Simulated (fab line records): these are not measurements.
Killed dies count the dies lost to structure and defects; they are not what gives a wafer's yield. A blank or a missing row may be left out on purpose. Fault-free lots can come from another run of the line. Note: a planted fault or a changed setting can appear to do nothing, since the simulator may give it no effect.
Comparing a struck lot with a sound one :: flow nand_harc :: 15 steps out of a route of 1302
Sound: these wafers, L621.1, L621.3, L621.5. Struck: wafers L636.3, L636.4, L636.5. Last of all comes the cause.
At each step with rows: each side's tool, then ch and its chambers, then its first start. Under that, the readings that differ: sound wafers :: struck wafers :: difference of the means :: sigmas: that difference in standard deviations of wafers without a fault.
alike: readings with means less than 2 such deviations apart, plus words and numbers identical on both sides. not compared: withheld readings, readings lacking a value on some wafer, bounds such as >300 that could conceal the same value, and numbers that have no deviation in the record and whose values overlap.
The two part at a step that has a row with sigmas, a row that says differs or no value, or rows on one side only. When numbers do not overlap yet have no deviation, they are printed without sigmas and do not part them. A reading that every wafer of one side lacks parts them only if that side has two wafers or more.

first, 7 steps without rows for these wafers: NHARC_A_CONTACT_COAT_87 (time 65 s); NHARC_A_CONTACT_COAT_02 (resist thk 90 nm); NHARC_A_CONTACT_SOFTBAKE_03 (time 55 s); NHARC_A_CONTACT_EBR_04; NHARC_A_CONTACT_EXPOSE_05 (exposes mask A CC); NHARC_A_CONTACT_PEB_06 (peb time 65 s); NHARC_A_CONTACT_DEVELOP_07 (develop time 35 s).
NHARC_A_CONTACT_CD_MEAS_08: target cd 200 nm.
  sound on cd_sem-02 ch 0, day 23 19:44; struck on cd_sem-01 ch 0, day 29 09:35
  alike: cd_nm
NHARC_A_CONTACT_OVL_MEAS_09:
  struck on overlay-01, day 29 09:41; sound on overlay-01, day 23 19:49
reading: overlay_y_nm (nm)
sound: 0.0 -0.5 -0.2
struck: 2.6 1.5 2.4
difference: +2.4
sigmas: +3
  alike: overlay_x_nm
NHARC_A_CONTACT_INSPECT_10:
  struck on defect_inspect-01, day 29 09:43; sound on defect_inspect-02, day 23 19:51
  alike: raw_defect_count
NHARC_A_CONTACT_DESCUM_13: chemistry O2, time 3 s.
  sound on rie_diel-06 ch 1,2, day 23 19:55; struck on rie_diel-12 ch 1,3, day 29 09:47
reading: drypump_motor_current_A (A)
sound: 4.8 5.7 4.8
struck: 5.9 5.9 5.9
difference: +0.8
sigmas: +2
  alike: oes_product_au, rf_vpp_V, showerhead_plenum_p_Torr, throttle_valve_pct
  not compared: rf_hours_counter_h
NHARC_A_CONTACT_ETCH_88: etches the open film in CF4, target depth 39 nm, time 65 s.
  sound on rie_diel-06 ch 0,1, day 23 20:00; struck on rie_diel-12 ch 0,2,3, day 29 09:52
  alike: bias_w, cf4_flow_sccm, drypump_motor_current_A, oes_product_au, rf_vpp_V, showerhead_plenum_p_Torr, throttle_valve_pct
  not compared: rf_hours_counter_h
NHARC_A_CONTACT_ETCH_89: etches the open film in N2/H2, target depth 260 nm, time 475.3 s.
  sound on rie_diel-06 ch 0,1,2, day 23 20:10; struck on rie_diel-12 ch 1,2,3, day 29 10:01
  no value came back on the struck wafers for any of 7 readings (bias_w (W), chamber_pressure_mTorr (mTorr) and others); on the sound wafers bias_w (W) reads 150.1 150.1 150.5
  not compared: rf_hours_counter_h
NHARC_A_CONTACT_ETCH_30: etches the open film in CF4/CHF3, target depth 72.6 nm, time 36.3 s.
  sound: rie_diel-06 ch 0,3; struck: rie_diel-12 ch 0,1
reading: rf_vpp_V (V)
sound: 373.3 373.4 374.2
struck: 370.1 369.5 368.2
difference: -4.4
sigmas: -2

reading: showerhead_plenum_p_Torr (Torr)
sound: 1.68 1.66 1.66
struck: 1.55 1.51 1.51
difference: -0.14
sigmas: -2
  alike: bias_w, cf4_flow_sccm, drypump_motor_current_A, oes_product_au, throttle_valve_pct
  not compared: rf_hours_counter_h
-- break in the record here, with 2 days between the starts of the struck wafers on either side (left off in module A_CONTACT, picked up again in module END, where the first step shown is number 1302 on the route) --
NHARC_END_SORT_01:
  here the record holds rows for the struck wafers (prober-01 ch 0, day 31 11:33) but none for the sound ones

## WHERE THEY PART
At NHARC_A_CONTACT_OVL_MEAS_09 first; at NHARC_END_SORT_01 last (within this record only).

WHY: the cause the simulator had injected
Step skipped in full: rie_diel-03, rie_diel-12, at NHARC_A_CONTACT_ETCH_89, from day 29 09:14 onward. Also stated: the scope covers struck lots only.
